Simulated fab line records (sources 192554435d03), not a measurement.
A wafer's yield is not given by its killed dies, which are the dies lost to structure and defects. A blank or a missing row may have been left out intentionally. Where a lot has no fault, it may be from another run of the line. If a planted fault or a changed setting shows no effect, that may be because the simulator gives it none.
fab line records	flow n5_finfet	part 1 of 2: steps 1 to 18 of 29
[record] lots = 5	wafers = 15	last_day = 17
route steps=1938 shown SD_EPI_N@265
lots that met no fault: taken from a fault-free run of the same line
start_h: start of the lot's first displayed wafer, in hours after the record's first day	wait_h: how many hours have passed since the lot's step before this one	" unchanged from the row above	L1.1+2: a single row standing in for several wafers	- no value present, or no start provided	* or withheld: withheld	< > ~ a bound
route shown NAME@n: a module of which the file shows steps, and the number in the route of the first	usual: mean and standard deviation over wafers with no fault	same: alike in all rows	chamber/n: place in a boat	sites: the reading at each site	_std_site: the values' standard deviation	_edge_site: outer sites' mean less inner sites'	radius_mm: for every site, how far away it sits from the centre of the wafer	mask NAME#n: copy n	behind: the most recent tool/chamber to have shaped the wafer	hold: what put the lot on hold/how long, in hours/how the hold closed	device: transistor that didn't switch, given as n, p or np	end of line: at the end of the route, the tests of the same wafers	a step with no rows: only its recipe	killed: count of dies lost to structure and defects at first sort (not the wafer's yield)	map: dies across one wafer; x = killed, . = not, _ = none there
set.NAME: the setting the step ran with; set.NAME@STEP: the setting that earlier step ran with	model.NAME: the simulator's own value behind a step, which no gauge read
lots seen at some steps along the route; tables by step, rows by wafer
services: a tool's chamber out of use, with start hour (start_h, from the record's first day; less than 0 if before it), hours out, and reason
[[steps]]
[step N5_SD_EPI_N_EBR_05]
[recipe] solvent = PGMEA	ebr_width_mm = 1.5
lot.wafer	tool	chamber	start_h	wait_h
L077.1+5+6	litho_track-04	0	-	-
L080.1+2+5	litho_track-02	0	-	-
L093.1+4+6	litho_track-05	0	-	-
L095.3+4+6	litho_track-02	0	-	-
L096.1+3+5	litho_track-05	0	-	-
[step N5_SD_EPI_N_SOFTBAKE_04]
[recipe] temp_c = 110	time_s = 60	resist = CAR-ArF-block
lot.wafer	tool	chamber	start_h	wait_h
L077.1+5+6	litho_track-04	0	-	-
L080.1+2+5	litho_track-02	0	-	-
L093.1+4+6	litho_track-05	0	-	-
L095.3+4+6	litho_track-02	0	-	-
L096.1+3+5	litho_track-05	0	-	-
[step N5_SD_EPI_N_EXPOSE_06]
[recipe] mask_id = SD_N_BLK	na = 1.35	source_shape = conventional	sigma_outer = 0.8	polarization = unpolarized	target_cd_nm = 120	dose_mj = 39.75
[same] na = 1.35
lot.wafer	tool	chamber	start_h	wait_h	mask
L077.1+5+6	arfi_scanner-02	0	66.90	-	SD_N_BLK#0
L080.1+2+5	arfi_scanner-02	0	82.98	-	SD_N_BLK#0
L093.1+4+6	arfi_scanner-03	0	164.26	-	SD_N_BLK#0
L095.3+4+6	arfi_scanner-03	0	175.79	-	SD_N_BLK#0
L096.1+3+5	arfi_scanner-01	0	183.52	-	SD_N_BLK#0
[step N5_SD_EPI_N_PEB_07]
[recipe] peb_temp_c = 110	peb_time_s = 60	resist = CAR-ArF-block
lot.wafer	tool	chamber	start_h	wait_h
L077.1+5+6	litho_track-02	0	66.96	0.1
L080.1+2+5	litho_track-05	0	83.04	0.1
L093.1+4+6	litho_track-04	0	164.32	0.1
L095.3+4+6	litho_track-02	0	175.84	0.0
L096.1+3+5	litho_track-02	0	183.58	0.1
[step N5_SD_EPI_N_DEVELOP_08]
[recipe] develop_time_s = 30	developer = TMAH	resist = CAR-ArF-block	dev_temp_c = 23	rinse_liquid = diw	dry = air_spin
lot.wafer	tool	chamber	start_h	wait_h
L077.1+5+6	litho_track-02	0	-	-
L080.1+2+5	litho_track-05	0	-	-
L093.1+4+6	litho_track-04	0	-	-
L095.3+4+6	litho_track-02	0	-	-
L096.1+3+5	litho_track-02	0	-	-
[step N5_SD_EPI_N_CD_MEAS_09]
[recipe] target_cd_nm = 120	landing_energy_ev = 500	detector = se_inlens
[usual] cd_nm = 120.5/0.77
lot.wafer	tool	chamber	start_h	wait_h	cd_nm
L077.1	cd_sem-03	0	67.03	-	120.6
L077.5	"	0	"	"	119.8
L077.6	"	0	"	"	119.0
L080.1	cd_sem-03	0	83.10	-	120.1
L080.2	"	0	"	"	121.2
L080.5	"	0	"	"	121.5
L093.1	cd_sem-03	0	164.39	-	121.1
L093.4	"	0	"	"	119.6
L093.6	"	0	"	"	121.1
L095.3	cd_sem-03	0	175.91	-	120.8
L095.4	"	0	"	"	120.5
L095.6	"	0	"	"	121.1
L096.1	cd_sem-01	0	183.65	-	120.1
L096.3	"	0	"	"	120.9
L096.5	"	0	"	"	121.3
[step N5_SD_EPI_N_OVL_MEAS_10]
[recipe] points_per_wafer = 44
[usual] SD_N_BLK_OVL = 0.3/0.72
lot.wafer	tool	chamber	start_h	wait_h	SD_N_BLK_OVL[nm]
L077.1	overlay-02	0	67.06	0.0	0.0
L077.5	"	0	"	"	-0.2
L077.6	"	0	"	"	-0.6
L080.1	overlay-01	0	83.13	0.0	-0.2
L080.2	"	0	"	"	-0.8
L080.5	"	0	"	"	-0.6
L093.1	overlay-01	0	164.42	0.0	-0.2
L093.4	"	0	"	"	0.9
L093.6	"	0	"	"	0.9
L095.3	overlay-02	0	175.94	0.0	-0.2
L095.4	"	0	"	"	2.0
L095.6	"	0	"	"	0.0
L096.1	overlay-02	0	183.68	0.0	0.2
L096.3	"	0	"	"	0.6
L096.5	"	0	"	"	1.4
[step N5_SD_EPI_N_INSPECT_11]
[recipe] mode = adi	inspect_instrument = macro
[usual] raw_defect_count = 2.0/1.4
lot.wafer	tool	chamber	start_h	wait_h	raw_defect_count
L077.1	defect_inspect-02	-	67.08	0.0	2
L077.5	"	-	"	"	2
L077.6	"	-	"	"	2
L080.1	defect_inspect-02	-	83.16	0.0	5
L080.2	"	-	"	"	2
L080.5	"	-	"	"	7
L093.1	defect_inspect-02	-	164.44	0.0	4
L093.4	"	-	"	"	2
L093.6	"	-	"	"	3
L095.3	defect_inspect-02	-	175.96	0.0	1
L095.4	"	-	"	"	0
L095.6	"	-	"	"	4
L096.1	defect_inspect-02	-	183.70	0.0	0
L096.3	"	-	"	"	0
L096.5	"	-	"	"	2
[step N5_SD_EPI_N_DESCUM_14]
[recipe] chemistry = O2	time_s = 7.9	source_power_w = 50	bias_power_w = 20	pressure_mtorr = 20	rf_frequency_hz = 2.712e+07	temp_c = 40	resist = CAR-ArF-block	o2_flow_sccm = 225
[usual] drypump_motor_current_A = 5.6/0.37	o2_flow_sccm = 225.0/0.63	oes_product_au = 0.77/0.092	rf_fwd_power_W = 49.47/0.23	rf_vpp_V = 243.1/1.4	showerhead_plenum_p_Torr = 2.08/0.09	throttle_valve_pct = 20.43/0.23
lot.wafer	tool	chamber	start_h	wait_h	drypump_motor_current_A	o2_flow_sccm	oes_product_au	rf_fwd_power_W	rf_hours_counter_h	rf_vpp_V	showerhead_plenum_p_Torr	throttle_valve_pct
L077.1	rie_diel-04	3	67.33	0.2	5.1	225.3	0.69	49.33	220	244.5	2.17	20.42
L077.5	"	2	"	"	5.7	224.8	0.72	49.83	-	245.1	2.14	20.55
L077.6	"	1	"	"	5.6	224.4	0.73	49.46	-	240.0	1.96	20.27
L080.1	rie_diel-01	3	83.58	0.4	5.9	224.7	0.74	49.03	171	244.6	2.20	20.70
L080.2	"	0	"	"	6.0	224.7	1.02	49.60	4	245.0	2.03	19.95
L080.5	"	3	"	"	5.9	224.7	0.74	49.14	-	244.0	2.20	20.70
L093.1	rie_diel-04	1	164.48	0.0	5.6	224.6	0.71	49.59	235	241.7	1.95	20.31
L093.4	"	2	"	"	5.7	224.8	0.69	49.90	-	246.0	2.13	20.62
L093.6	"	1	"	"	5.6	224.7	0.70	49.68	-	241.8	1.95	20.32
L095.3	rie_diel-04	1	175.99	0.0	5.6	225.3	0.70	49.56	240	241.4	1.95	20.32
L095.4	"	1	"	"	5.6	225.9	0.69	49.91	-	242.7	1.95	20.33
L095.6	"	0	"	"	6.0	222.8	0.95	49.40	-	243.5	2.14	20.13
L096.1	rie_diel-04	0	183.73	0.0	6.0	225.4	0.93	49.62	11	243.9	2.14	20.11
L096.3	"	2	"	"	5.7	223.9	0.69	49.74	239	245.2	2.13	20.63
L096.5	"	2	"	"	5.7	224.9	0.70	49.80	-	244.7	2.13	20.63
[step N5_SD_EPI_N_ETCH_34]
[recipe] chemistry = CF4	target = SiARC	target_depth_a = 455	mask_material = CAR-ArF-block	time_s = 75.8	ion_energy_ev = 80	pressure_mtorr = 40	source_w = 545	bias_w = 36	Ar_flow_sccm = 100	cf4_flow_sccm = 100	ends = cleared
[usual] drypump_motor_current_A = 5.6/0.37	etch_rf_on_time_s = 76.9/2.8	oes_product_au = 0.65/0.076	rf_fwd_power_W = 539.9/2.1	rf_vpp_V = 184.1/1.2	showerhead_plenum_p_Torr = 2.14/0.079	throttle_valve_pct = 15.66/0.23
lot.wafer	tool	chamber	start_h	wait_h	drypump_motor_current_A	etch_rf_on_time_s	oes_product_au	rf_fwd_power_W	rf_hours_counter_h	rf_vpp_V	showerhead_plenum_p_Torr	throttle_valve_pct
L077.1	rie_diel-04	3	67.36	0.0	5.1	73.5	0.61	537.4	220	184.6	2.20	15.50
L077.5	"	2	"	"	5.6	78.8	0.62	543.7	-	185.9	2.22	15.97
L077.6	"	1	"	"	5.6	78.3	0.60	540.4	-	183.0	2.04	15.67
L080.1	rie_diel-01	3	83.61	0.0	6.0	78.8	0.61	536.0	171	185.0	2.21	15.64
L080.2	"	0	"	"	6.0	79.5	0.82	545.0	4	183.5	2.11	15.33
L080.5	"	3	"	"	6.0	79.1	0.61	537.9	-	183.6	2.21	15.66
L093.1	rie_diel-04	1	164.51	0.0	5.6	78.7	0.58	539.4	235	182.8	2.03	15.75
L093.4	"	2	"	"	5.7	80.0	0.59	544.6	-	184.8	2.21	16.05
L093.6	"	1	"	"	5.6	78.7	0.57	539.3	-	182.5	2.03	15.74
L095.3	rie_diel-04	1	176.03	0.0	5.6	78.8	0.57	540.9	240	183.7	2.02	15.74
L095.4	"	1	"	"	5.6	78.6	0.57	540.6	-	183.5	2.02	15.74
L095.6	"	0	"	"	6.0	77.7	0.78	538.6	-	186.7	2.19	15.26
L096.1	rie_diel-04	0	183.77	0.0	6.0	76.1	0.78	540.0	11	183.6	2.19	15.26
L096.3	"	2	"	"	5.7	79.2	0.58	542.0	239	184.5	2.21	16.06
L096.5	"	2	"	"	5.7	79.7	0.58	542.4	-	186.1	2.21	16.04
[step N5_SD_EPI_N_ETCH_35]
[recipe] chemistry = N2/H2	target = SOC	overetch_a = 1080	mask_material = SiARC	temp_c = 40	ion_energy_ev = 100	source_w = 3000	bias_w = 133	pressure_mtorr = 20	time_s = 486	n2_flow_sccm = 200	h2_flow_sccm = 200
[usual] drypump_motor_current_A = 5.6/0.36	oes_product_au = 0.68/0.077	rf_fwd_power_W = 2996/8.6	rf_vpp_V = 240.7/1.5	showerhead_plenum_p_Torr = 2.53/0.089	throttle_valve_pct = 23.77/0.29
lot.wafer	tool	chamber	start_h	wait_h	drypump_motor_current_A	oes_product_au	rf_fwd_power_W	rf_hours_counter_h	rf_vpp_V	showerhead_plenum_p_Torr	throttle_valve_pct
L077.1	rie_diel-04	3	67.42	0.0	5.1	0.63	2997	220	240.7	2.63	23.99
L077.5	"	2	"	"	5.7	0.66	2996	-	241.5	2.59	23.70
L077.6	"	1	"	"	5.6	0.64	2987	-	238.7	2.43	23.94
L080.1	rie_diel-01	3	83.67	0.0	5.9	0.66	2984	172	240.5	2.64	23.90
L080.2	"	0	"	"	6.0	0.89	3014	4	240.6	2.48	23.53
L080.5	"	3	"	"	5.9	0.65	2989	-	242.3	2.64	23.91
L093.1	rie_diel-04	1	164.57	0.0	5.6	0.62	2998	235	238.5	2.41	24.00
L093.4	"	2	"	"	5.7	0.63	3008	-	240.7	2.58	23.76
L093.6	"	1	"	"	5.6	0.62	2988	-	239.1	2.41	23.99
L095.3	rie_diel-04	1	176.08	0.0	5.6	0.62	2991	240	239.6	2.41	24.00
L095.4	"	1	"	"	5.6	0.61	2997	-	239.1	2.41	24.01
L095.6	"	0	"	"	6.0	0.83	2991	-	242.5	2.60	23.38
L096.1	rie_diel-04	0	183.83	0.0	6.0	0.82	2992	11	243.2	2.59	23.40
L096.3	"	2	"	"	5.7	0.63	3002	239	240.7	2.58	23.78
L096.5	"	2	"	"	5.7	0.62	3000	-	241.8	2.57	23.75
[step N5_SD_EPI_N_STRIP_36]
[recipe] chemistry = N2/H2	temp_c = 40	n2_flow_sccm = 200	h2_flow_sccm = 200	rf_frequency_hz = 6e+07
lot.wafer	tool	chamber	start_h	wait_h
L077.1+5+6	rie_diel-04	3,2,1	67.73	0.2
L080.1+2+5	rie_diel-01	3,0,3	83.98	0.2
L093.1+4+6	rie_diel-04	1,2,1	164.88	0.2
L095.3+4+6	rie_diel-04	1,1,0	176.40	0.2
L096.1+3+5	rie_diel-04	0,2,2	184.14	0.2
[step N5_SD_EPI_N_ETCHBACK_44]
[recipe] chemistry = CH3F/O2	mode = anisotropic_etchback	target = SiNx	target_depth_a = 145	stop_on = SiO2	over_etch_frac = 0.3	ion_energy_ev = 120	pressure_mtorr = 30	source_w = 395	bias_w = 73	Ar_flow_sccm = 150	CH3F_flow_sccm = 30	O2_flow_sccm = 20
[usual] drypump_motor_current_A = 5.6/0.36	oes_ar_750_au = 0.76/0.082	oes_product_au = 0.65/0.074	rf_fwd_power_W = 393.5/1.2	rf_vpp_V = 302/11	showerhead_plenum_p_Torr = 2.00/0.079	throttle_valve_pct = 16.43/0.23
[same] over_etch_frac = 0.3
lot.wafer	tool	chamber	start_h	wait_h	drypump_motor_current_A	oes_ar_750_au	oes_product_au	rf_fwd_power_W	rf_hours_counter_h	rf_vpp_V	showerhead_plenum_p_Torr	throttle_valve_pct
L077.1	rie_diel-04	3	67.74	0.0	5.0	0.72	0.60	394.7	220	293	2.06	16.28
L077.5	"	2	"	"	5.7	0.71	0.62	394.4	-	316	2.09	16.74
L077.6	"	1	"	"	5.6	0.71	0.61	393.7	-	292	1.91	16.49
L080.1	rie_diel-01	3	83.99	0.0	6.0	0.71	0.62	393.9	172	319	2.08	16.44
L080.2	"	0	"	"	6.0	0.95	0.85	394.8	4	320	1.96	15.98
L080.5	"	3	"	"	5.9	0.71	0.63	391.9	-	318	2.08	16.44
L093.1	rie_diel-04	1	164.89	0.0	5.6	0.68	0.59	394.8	235	291	1.90	16.55
L093.4	"	2	"	"	5.7	0.69	0.60	394.8	-	314	2.07	16.81
L093.6	"	1	"	"	5.6	0.68	0.59	393.5	-	291	1.90	16.58
L095.3	rie_diel-04	1	176.41	0.0	5.6	0.68	0.59	390.2	240	292	1.90	16.58
L095.4	"	1	"	"	5.6	0.68	0.59	392.3	-	292	1.90	16.58
L095.6	"	0	"	"	6.0	0.92	0.79	393.4	-	305	2.07	16.14
L096.1	rie_diel-04	0	184.15	0.0	6.0	0.91	0.78	394.1	11	305	2.07	16.15
L096.3	"	2	"	"	5.7	0.68	0.60	395.5	239	314	2.07	16.82
L096.5	"	2	"	"	5.7	0.69	0.60	393.1	-	315	2.07	16.81
[step N5_SD_EPI_N_ETCH_45]
[recipe] chemistry = CH3F/O2	target = SiOCN	target_depth_a = 60	mask_material = SOC	ion_energy_ev = 60	bias_w = 29	pressure_mtorr = 15	source_w = 410	Ar_flow_sccm = 150	CH3F_flow_sccm = 30	O2_flow_sccm = 20
[usual] drypump_motor_current_A = 5.6/0.37	oes_product_au = 0.76/0.091	rf_fwd_power_W = 408.6/1.4	rf_vpp_V = 127.4/1.1	showerhead_plenum_p_Torr = 2.00/0.079	throttle_valve_pct = 23.41/0.22
lot.wafer	tool	chamber	start_h	wait_h	drypump_motor_current_A	oes_product_au	rf_fwd_power_W	rf_hours_counter_h	rf_vpp_V	showerhead_plenum_p_Torr	throttle_valve_pct
L077.1	rie_diel-04	3	67.84	0.1	5.1	0.70	409.9	220	127.5	2.05	23.30
L077.5	"	2	"	"	5.6	0.73	409.5	-	128.2	2.08	23.72
L077.6	"	1	"	"	5.6	0.72	409.0	-	126.0	1.91	23.38
L080.1	rie_diel-01	3	84.09	0.1	6.0	0.74	407.6	172	127.7	2.07	23.38
L080.2	"	0	"	"	6.0	1.01	406.2	4	127.9	1.95	22.99
L080.5	"	3	"	"	5.9	0.73	407.5	-	127.5	2.07	23.35
L093.1	rie_diel-04	1	164.99	0.1	5.6	0.69	408.2	235	126.5	1.90	23.42
L093.4	"	2	"	"	5.6	0.69	409.5	-	127.5	2.07	23.74
L093.6	"	1	"	"	5.6	0.68	408.6	-	125.9	1.90	23.42
L095.3	rie_diel-04	1	176.51	0.1	5.6	0.68	407.3	240	126.8	1.90	23.44
L095.4	"	1	"	"	5.6	0.68	409.8	-	127.8	1.90	23.42
L095.6	"	0	"	"	6.0	0.95	407.3	-	128.2	2.07	23.26
L096.1	rie_diel-04	0	184.25	0.1	6.0	0.93	407.9	11	129.1	2.06	23.27
L096.3	"	2	"	"	5.7	0.69	409.8	239	127.6	2.06	23.77
L096.5	"	2	"	"	5.7	0.69	407.9	-	128.1	2.06	23.76
[step N5_SD_EPI_N_ETCH_16]
[recipe] chemistry = CHF3/O2	target = SiO2	target_depth_a = 50	mask_material = SOC	pressure_mtorr = 30	source_w = 650	bias_w = 170	Ar_flow_sccm = 200	CHF3_flow_sccm = 50	O2_flow_sccm = 5	ion_energy_ev = 200
[usual] drypump_motor_current_A = 5.6/0.36	oes_ar_750_au = 0.76/0.083	oes_product_au = 0.76/0.092	rf_fwd_power_W = 643.9/2.9	rf_vpp_V = 533/20	showerhead_plenum_p_Torr = 2.41/0.09	throttle_valve_pct = 18.99/0.22
lot.wafer	tool	chamber	start_h	wait_h	drypump_motor_current_A	oes_ar_750_au	oes_product_au	rf_fwd_power_W	rf_hours_counter_h	rf_vpp_V	showerhead_plenum_p_Torr	throttle_valve_pct
L077.1	rie_diel-04	3	67.94	0.1	5.0	0.72	0.70	640.5	220	515	2.48	18.79
L077.5	"	2	"	"	5.7	0.72	0.72	648.1	-	555	2.51	19.31
L077.6	"	1	"	"	5.6	0.70	0.70	642.3	-	517	2.32	19.09
L080.1	rie_diel-01	3	84.19	0.1	5.9	0.72	0.73	640.1	172	563	2.49	18.95
L080.2	"	0	"	"	6.0	0.95	1.00	644.3	4	566	2.37	18.58
L080.5	"	3	"	"	5.9	0.72	0.74	638.3	-	562	2.49	18.94
L093.1	rie_diel-04	1	165.09	0.1	5.6	0.68	0.68	645.2	235	517	2.31	19.15
L093.4	"	2	"	"	5.7	0.69	0.69	650.2	-	554	2.50	19.35
L093.6	"	1	"	"	5.6	0.67	0.68	639.6	-	516	2.31	19.14
L095.3	rie_diel-04	1	176.61	0.1	5.6	0.67	0.68	645.2	240	516	2.30	19.16
L095.4	"	1	"	"	5.6	0.68	0.68	642.9	-	517	2.30	19.14
L095.6	"	0	"	"	6.0	0.92	0.94	642.1	-	538	2.49	18.73
L096.1	rie_diel-04	0	184.35	0.1	6.0	0.90	0.92	646.0	11	539	2.49	18.76
L096.3	"	2	"	"	5.7	0.68	0.68	650.9	239	554	2.49	19.37
L096.5	"	2	"	"	5.7	0.68	0.68	648.4	-	556	2.49	19.36
[step N5_SD_EPI_N_STRIP_47]
[recipe] chemistry = CHF3/O2	resist = SiARC	rf_frequency_hz = 6e+07
lot.wafer	tool	chamber	start_h	wait_h
L077.1+5+6	rie_diel-04	3,2,1	67.98	0.0
L080.1+2+5	rie_diel-01	3,0,3	84.23	0.0
L093.1+4+6	rie_diel-04	1,2,1	165.13	0.0
L095.3+4+6	rie_diel-04	1,1,0	176.65	0.0
L096.1+3+5	rie_diel-04	0,2,2	184.39	0.0
[step N5_SD_EPI_N_SD_RECESS_17]
[recipe] chemistry = HBr/Cl2/O2	target_depth_a = 410	mask_material = SOC	time_s = 23.7	bt_time_s = 3	pressure_mtorr = 10	icp_w = 800	bias_w = 112	HBr_flow_sccm = 150	Cl2_flow_sccm = 80	O2_flow_sccm = 12
[usual] drypump_motor_current_A = 5.6/0.53	mfc_cl2_sccm = 79.98/0.24	oes_product_au = 0.997/0.018	rf_fwd_power_W = 795.4/2.6	throttle_valve_pct = 37.3/0.34
[same] bt_time_s = 3
lot.wafer	tool	chamber	start_h	wait_h	drypump_motor_current_A	mfc_cl2_sccm	oes_product_au	rf_fwd_power_W	rf_hours_counter_h	throttle_valve_pct
L077.1	rie_si-01	1	68.02	0.0	6.7	79.85	0.991	796.0	101	37.0
L077.5	"	1	"	"	6.7	80.13	1.001	799.7	-	37.0
L077.6	"	2	"	"	5.3	80.18	1.016	795.2	-	36.7
L080.1	rie_si-03	2	84.27	0.0	5.5	79.86	1.013	792.6	49	37.2
L080.2	"	1	"	"	4.9	79.86	0.962	791.8	27	38.0
L080.5	"	0	"	"	5.1	80.13	1.013	796.8	-	37.3
L093.1	rie_si-06	3	165.16	0.0	5.5	80.18	0.987	792.2	79	36.8
L093.4	"	2	"	"	5.2	80.09	1.012	798.5	-	37.3
L093.6	"	3	"	"	5.5	79.82	0.997	794.3	-	36.8
L095.3	rie_si-03	0	176.68	0.0	5.1	79.94	1.020	798.6	83	37.3
L095.4	"	3	"	"	6.6	79.89	0.987	797.0	27	37.4
L095.6	"	0	"	"	5.1	80.00	1.018	796.4	-	37.3
L096.1	rie_si-06	1	184.42	0.0	5.7	79.65	0.976	796.4	70	37.3
L096.3	"	0	"	"	5.6	79.98	1.018	795.7	25	37.6
L096.5	"	1	"	"	5.7	79.94	0.981	797.1	-	37.3
[step N5_SD_EPI_N_STRIP_38]
[recipe] chemistry = N2/H2	power_w = 1000	temp_c = 250	h2_frac = 0.65	overash_fraction = 0.3	pressure_mtorr = withheld	n2_flow_sccm = 1750	h2_flow_sccm = 3250
[usual] drypump_motor_current_A = 5.8/0.85	heater_power_w = 324/13	oes_product_au = 0.762/0.012
lot.wafer	tool	chamber	start_h	wait_h	drypump_motor_current_A	heater_power_w	oes_product_au	rf_hours_counter_h
L077.1	plasma_asher-02	1	68.11	0.1	4.8	298	0.767	37
L077.5	"	0	"	"	6.7	335	0.754	-
L077.6	"	1	"	"	4.8	310	0.775	-
L080.1	plasma_asher-01	0	84.36	0.1	5.4	338	0.752	85
L080.2	"	1	"	"	6.6	325	0.787	85
L080.5	"	1	"	"	6.6	323	0.755	-
L093.1	plasma_asher-02	1	165.26	0.1	4.8	304	0.742	57
L093.4	"	0	"	"	6.7	330	0.770	-
L093.6	"	0	"	"	6.7	333	0.775	-
L095.3	plasma_asher-02	0	176.79	0.1	6.8	323	0.783	-
L095.4	"	1	"	"	4.8	314	0.747	-
L095.6	"	0	"	"	6.7	333	0.767	-
L096.1	plasma_asher-02	1	184.52	0.1	4.8	297	0.766	61
L096.3	"	1	"	"	4.9	310	0.747	-
L096.5	"	0	"	"	6.7	339	0.757	-
